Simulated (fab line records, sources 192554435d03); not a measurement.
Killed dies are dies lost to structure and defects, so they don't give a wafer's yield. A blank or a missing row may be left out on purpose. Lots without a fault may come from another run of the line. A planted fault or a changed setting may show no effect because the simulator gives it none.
A struck lot beside a sound one | flow n5_finfet | 40 steps out of a route of 1938
Sound: wafers L877.2, L877.4, L877.6. Struck: wafers L881.1, L881.2, L881.3. The cause comes at the end.
At each step with rows: each side's tool, then ch and its chambers, then its first start. Under that, the readings that differ: sound wafers | struck wafers | difference of the means | sigmas: that difference in standard deviations of wafers without a fault.
alike: readings whose means differ by less than 2 such deviations, and words and numbers that are the same on both sides. not compared: withheld readings, readings that some wafer has no value for, bounds like >300 that may hide the same value, and numbers for which the record gives no deviation and whose values overlap.
The two part at a step that has a row with sigmas, a row that says differs or no value, or rows on one side only. Numbers that don't overlap but have no deviation are shown without sigmas and don't part them. A reading that every wafer of one side lacks parts them only if that side has two wafers or more.

first, 9 steps without rows for these wafers: N5_BEOL_M5_DESCUM_33 (chemistry O2, time 7 s); N5_BEOL_M5_ETCH_75 (etches underlayer in N2/H2, target depth 6.5 nm, time 5.2 s); N5_BEOL_M5_ETCH_67 (etches SiARC in CF4, target depth 15.6 nm, time 26 s); N5_BEOL_M5_ETCH_68 (etches SOC in N2/H2, target depth 80 nm, overetch 16 nm, time 120 s); N5_BEOL_M5_STRIP_69 (strips in N2/H2); N5_BEOL_M5_STRIP_76 (strips in N2/H2); N5_BEOL_M5_VIA_ETCH_34 (etches SiCOH lowk in C4F6/O2, target depth 88.3 nm, time 39.2 s); N5_BEOL_M5_STRIP_85 (strips in C4F6/O2); N5_BEOL_M5_STRIP_36 (strips in N2/H2).
N5_BEOL_M5_TRENCH_ETCH_37: etches SiCOH lowk in C4F6/O2, target depth 71.652 nm, time 24.7 s.
  sound on rie_diel-02 ch 0,2,3, day 9 00:50; struck on rie_diel-02 ch 0,1,2, day 9 12:13
  reading                             | sound             | struck            | difference | sigmas
  rf_fwd_power_W (W)                  | 340.9 342.0 340.1 | 257.6 255.4 260.5 | -83.2      | -49
  rf_vpp_V (V)                        | 650 679 631       | 750 724 764       | +93        | +5
  model.etch.depth_nm (nm)            | 72.91 68.4 69.43  | 65.84 62.17 63.62 | -6.37      |
  model.BEOL_M5.feature_depth_nm (nm) | 73 68.4 69.4      | 65.8 62.2 63.6    | -6.4       |
  alike: drypump_motor_current_A, oes_product_au, showerhead_plenum_p_Torr, throttle_valve_pct
  not compared: rf_hours_counter_h
then, 2 steps without rows for these wafers: N5_BEOL_M5_ETCH_41 (etches SiCN in CH3F/O2, target depth 31.5 nm, time 56.7 s); N5_BEOL_M5_STRIP_91 (strips in N2/H2, time 10 s).
N5_BEOL_M5_OCD_MEAS_38:
  sound on ocd-01, day 9 00:59; struck on ocd-01, day 9 12:22
  reading              | sound          | struck         | difference | sigmas
  trench_depth_nm (nm) | 73.1 67.8 69.4 | 65.7 62.4 63.8 | -6.1       | -3
then, 21 steps without rows for these wafers: N5_BEOL_M5_HM_STRIP_39 (strips TiN in peroxide tin strip, target depth 25 nm, time 158 s); N5_BEOL_M5_SRD_40 (time 30 s); N5_BEOL_M5_PRECLEAN_42 (cleans in residue remover, time 60 s); N5_BEOL_M5_SRD_43 (time 30 s); N5_BEOL_M5_CURE_80 (cures SiCOH lowk, time 120 s); N5_BEOL_M5_DEGAS_44 (time 60 s); N5_BEOL_M5_PRE_CLEAN_45 (time 30 s); N5_BEOL_M5_ALD_86 (deposits TaN, pulse time 2 s, purge time 3 s, co reactant purge time 2 s); N5_BEOL_M5_SURFACE_TREAT_87; N5_BEOL_M5_CVD_47 (deposits Co from CCTBA/H2, target thk 3 nm, time 216 s); N5_BEOL_M5_SPUTTER_48 (material Cu, target thk 15 nm, time 27.62 s); N5_BEOL_M5_ANNEAL_49 (time 1800 s); N5_BEOL_M5_SPUTTER_81 (material Cu, target thk 15 nm, time 27.62 s); N5_BEOL_M5_ANNEAL_82 (time 1800 s); N5_BEOL_M5_SPUTTER_83 (material Cu, target thk 15 nm, time 27.62 s); N5_BEOL_M5_ANNEAL_84 (time 1800 s); N5_BEOL_M5_SPUTTER_88 (material Cu, target thk 15 nm, time 27.62 s); N5_BEOL_M5_ANNEAL_89 (time 1800 s); N5_BEOL_M5_SPUTTER_90 (material Cu, target thk 4.5 nm, time 8.29 s); N5_BEOL_M5_ECD_50 (material Cu, target thk 300 nm); N5_BEOL_M5_ANNEAL_51 (time 90 s).
N5_BEOL_M5_CMP_52: polishes, stops on SiCOH lowk, t overpolish 6.9 s, target thk 62 nm.
  sound on cmp-01 ch 1,2, day 9 08:46; struck on cmp-02 ch 0,1,2, day 9 18:37
  reading                                | sound          | struck         | difference | sigmas
  model.Cu_of_BEOL_M5_ECD_50.thk_nm (nm) | 64.2 56.8 60.8 | 55.4 54.8 54.8 | -5.6       |
  alike: barrier_field_endpoint_s, motor_current_A, overpolish_run_s, time_to_endpoint_s
N5_BEOL_M5_THK_MEAS_53: measures by xrf.
  sound on film_metro-02, day 9 09:01; struck on film_metro-01, day 9 18:55
  reading     | sound          | struck         | difference | sigmas
  M5_THK (nm) | 65.1 57.4 61.7 | 56.5 55.9 55.7 | -5.4       | -2
then, 2 steps without rows for these wafers: N5_BEOL_M5_PRE_CLEAN_77 (time 15 s); N5_BEOL_M5_CO_CAP_78 (material Co, precursor CCTBA/H2, target thk 2 nm, time 102.1 s).
N5_BEOL_M5_RS_MEAS_57: measures by four-point-probe.
  sound on film_metro-01, day 9 09:16; struck on film_metro-02, day 9 19:11
  reading        | sound             | struck            | difference | sigmas
  M5_RS (ohm/sq) | 0.369 0.429 0.395 | 0.445 0.451 0.450 | +0.051     | +3
-- the record jumps here: 4 days lie between the struck wafers' starts before and after (it left off in module BEOL_M5 and takes up again in module PASSIVATION, whose first step shown is number 1936 of the route) --
N5_PASSIVATION_PROBE_49:
  sound on prober-02, day 13 01:46; struck on prober-01, day 13 13:20
  reading            | sound    | struck | difference | sigmas
  killed_at_contacts | 16 32 23 | 8 7 8  | -16        | -3
  alike: defect_limited_yield, killed_at_M0_to_M3, killed_at_M4_up, killed_at_front_end, killed_at_other, killed_dies, killed_open, killed_short, sort_bin_5_function, sort_bin_6_memory, sort_bin_8_speed, sort_n_pass, sort_yield_pct

WHERE THEY PART
First at N5_BEOL_M5_TRENCH_ETCH_37; last, within this record, at N5_PASSIVATION_PROBE_49.

WHY: what the simulator had put in
Process parameter drift: rie_diel-02, from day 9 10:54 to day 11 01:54, at N5_BEOL_M5_TRENCH_ETCH_37. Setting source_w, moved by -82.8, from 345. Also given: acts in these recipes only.
